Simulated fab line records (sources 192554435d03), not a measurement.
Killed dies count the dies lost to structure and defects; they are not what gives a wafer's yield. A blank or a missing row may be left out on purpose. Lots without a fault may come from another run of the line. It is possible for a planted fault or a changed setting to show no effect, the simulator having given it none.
Chamber matching || flow n5 finfet || N5_BEOL_M0_SAQP_PECVD_04 on pecvd-03 has 3 sister chambers
The step deposits a-Si from SiH4/He, target thk 60 nm, time 60.2 s. 24 wafers are shown with their chamber, then 12 later ones without.

## EACH WAFER AND ITS CHAMBER
{"wafer": "L074.1", "chamber": 1, "throttle valve pct (%)": 17.5, "showerhead plenum p Torr (Torr)": 5.658, "heater power outer w (W)": 292}
{"wafer": "L074.4", "chamber": 2, "throttle valve pct (%)": 16.9, "showerhead plenum p Torr (Torr)": 5.624, "heater power outer w (W)": 405}
{"wafer": "L074.6", "chamber": 1, "throttle valve pct (%)": 17.5, "showerhead plenum p Torr (Torr)": 5.653, "heater power outer w (W)": 291}
{"wafer": "L075.2", "chamber": 0, "throttle valve pct (%)": 18.3, "showerhead plenum p Torr (Torr)": 5.635, "heater power outer w (W)": 399}
{"wafer": "L075.4", "chamber": 2, "throttle valve pct (%)": 17.1, "showerhead plenum p Torr (Torr)": 5.630, "heater power outer w (W)": 345}
{"wafer": "L075.5", "chamber": 0, "throttle valve pct (%)": 18.6, "showerhead plenum p Torr (Torr)": 5.634, "heater power outer w (W)": 385}
{"wafer": "L078.1", "chamber": 1, "throttle valve pct (%)": 17.8, "showerhead plenum p Torr (Torr)": 5.661, "heater power outer w (W)": 293}
{"wafer": "L078.2", "chamber": 2, "throttle valve pct (%)": 17.1, "showerhead plenum p Torr (Torr)": 5.608, "heater power outer w (W)": 393}
{"wafer": "L078.4", "chamber": 1, "throttle valve pct (%)": 17.6, "showerhead plenum p Torr (Torr)": 5.659, "heater power outer w (W)": 297}
{"wafer": "L082.3", "chamber": 0, "throttle valve pct (%)": 19.0, "showerhead plenum p Torr (Torr)": 5.651, "heater power outer w (W)": 392}
{"wafer": "L082.4", "chamber": 1, "throttle valve pct (%)": 17.5, "showerhead plenum p Torr (Torr)": 5.663, "heater power outer w (W)": 295}
{"wafer": "L082.6", "chamber": 2, "throttle valve pct (%)": 16.9, "showerhead plenum p Torr (Torr)": 5.623, "heater power outer w (W)": 339}
{"wafer": "L083.2", "chamber": 1, "throttle valve pct (%)": 17.5, "showerhead plenum p Torr (Torr)": 5.651, "heater power outer w (W)": 322}
{"wafer": "L083.5", "chamber": 0, "throttle valve pct (%)": 18.6, "showerhead plenum p Torr (Torr)": 5.641, "heater power outer w (W)": 350}
{"wafer": "L083.6", "chamber": 1, "throttle valve pct (%)": 17.5, "showerhead plenum p Torr (Torr)": 5.666, "heater power outer w (W)": 321}
{"wafer": "L084.1", "chamber": 0, "throttle valve pct (%)": 18.5, "showerhead plenum p Torr (Torr)": 5.641, "heater power outer w (W)": 340}
{"wafer": "L084.3", "chamber": 2, "throttle valve pct (%)": 17.3, "showerhead plenum p Torr (Torr)": 5.610, "heater power outer w (W)": 395}
{"wafer": "L084.5", "chamber": 2, "throttle valve pct (%)": 17.1, "showerhead plenum p Torr (Torr)": 5.620, "heater power outer w (W)": 404}
{"wafer": "L085.2", "chamber": 2, "throttle valve pct (%)": 17.3, "showerhead plenum p Torr (Torr)": 5.603, "heater power outer w (W)": 354}
{"wafer": "L085.4", "chamber": 2, "throttle valve pct (%)": 17.0, "showerhead plenum p Torr (Torr)": 5.611, "heater power outer w (W)": 343}
{"wafer": "L085.6", "chamber": 0, "throttle valve pct (%)": 18.7, "showerhead plenum p Torr (Torr)": 5.650, "heater power outer w (W)": 344}
{"wafer": "L087.1", "chamber": 1, "throttle valve pct (%)": 17.3, "showerhead plenum p Torr (Torr)": 5.660, "heater power outer w (W)": 296}
{"wafer": "L087.2", "chamber": 0, "throttle valve pct (%)": 18.6, "showerhead plenum p Torr (Torr)": 5.647, "heater power outer w (W)": 360}
{"wafer": "L087.5", "chamber": 1, "throttle valve pct (%)": 17.5, "showerhead plenum p Torr (Torr)": 5.655, "heater power outer w (W)": 307}

SIGNATURES (means of the wafers above)
{"reading": "throttle valve pct", "chamber 0": 18.614, "chamber 1": 17.522, "chamber 2": 17.087, "scatter within a chamber": 0.165}
{"reading": "showerhead plenum p Torr", "chamber 0": 5.64271, "chamber 1": 5.65844, "chamber 2": 5.61613, "scatter within a chamber": 0.00719}
{"reading": "heater power outer w", "chamber 0": 367.14, "chamber 1": 301.56, "chamber 2": 372.25, "scatter within a chamber": 22.7}
Rule: a wafer's distance from a chamber is the root of the sum, over the readings, of the square of ((its reading less the chamber's mean) divided by the reading's scatter). If the next closest chamber is less than 2 further off than the closest, the wafer can't be placed; otherwise it belongs to the closest. The scatter: take each reading less its chamber's mean, square it, sum over the shown wafers, divide by the number of wafers less the number of chambers, and take the root.

## WAFERS WITH NO CHAMBER GIVEN
{"wafer": "L088.1", "throttle valve pct (%)": 17.5, "showerhead plenum p Torr (Torr)": 5.656, "heater power outer w (W)": 306}
{"wafer": "L088.4", "throttle valve pct (%)": 17.7, "showerhead plenum p Torr (Torr)": 5.646, "heater power outer w (W)": 316}
{"wafer": "L088.5", "throttle valve pct (%)": 18.7, "showerhead plenum p Torr (Torr)": 5.660, "heater power outer w (W)": 372}
{"wafer": "L090.1", "throttle valve pct (%)": 18.7, "showerhead plenum p Torr (Torr)": 5.653, "heater power outer w (W)": 364}
{"wafer": "L090.5", "throttle valve pct (%)": 17.0, "showerhead plenum p Torr (Torr)": 5.618, "heater power outer w (W)": 392}
{"wafer": "L090.6", "throttle valve pct (%)": 18.7, "showerhead plenum p Torr (Torr)": 5.640, "heater power outer w (W)": 372}
{"wafer": "L076.2", "throttle valve pct (%)": 18.8, "showerhead plenum p Torr (Torr)": 5.650, "heater power outer w (W)": 378}
{"wafer": "L076.3", "throttle valve pct (%)": 17.6, "showerhead plenum p Torr (Torr)": 5.649, "heater power outer w (W)": 306}
{"wafer": "L076.5", "throttle valve pct (%)": 17.2, "showerhead plenum p Torr (Torr)": 5.651, "heater power outer w (W)": 301}
{"wafer": "L096.1", "throttle valve pct (%)": 17.7, "showerhead plenum p Torr (Torr)": 5.654, "heater power outer w (W)": 303}
{"wafer": "L096.3", "throttle valve pct (%)": 15.9, "showerhead plenum p Torr (Torr)": 5.593, "heater power outer w (W)": 402}
{"wafer": "L096.4", "throttle valve pct (%)": 17.2, "showerhead plenum p Torr (Torr)": 5.674, "heater power outer w (W)": 300}

## CHAMBER TAKEN BY EACH
{"wafer": "L088.1", "from the rows above": 1, "in truth": 1}
{"wafer": "L088.4", "from the rows above": 1, "in truth": 1}
{"wafer": "L088.5", "from the rows above": 0, "in truth": 0}
{"wafer": "L090.1", "from the rows above": 0, "in truth": 0}
{"wafer": "L090.5", "from the rows above": 2, "in truth": 2}
{"wafer": "L090.6", "from the rows above": 0, "in truth": 0}
{"wafer": "L076.2", "from the rows above": 0, "in truth": 0}
{"wafer": "L076.3", "from the rows above": 1, "in truth": 1}
{"wafer": "L076.5", "from the rows above": 1, "in truth": 1}
{"wafer": "L096.1", "from the rows above": 1, "in truth": 1}
{"wafer": "L096.3", "from the rows above": 2, "in truth": 2}
{"wafer": "L096.4", "from the rows above": 1, "in truth": 1}
Correct placement for 12 of the 12. Not placeable from these rows: 0. Placed wrongly: 0.
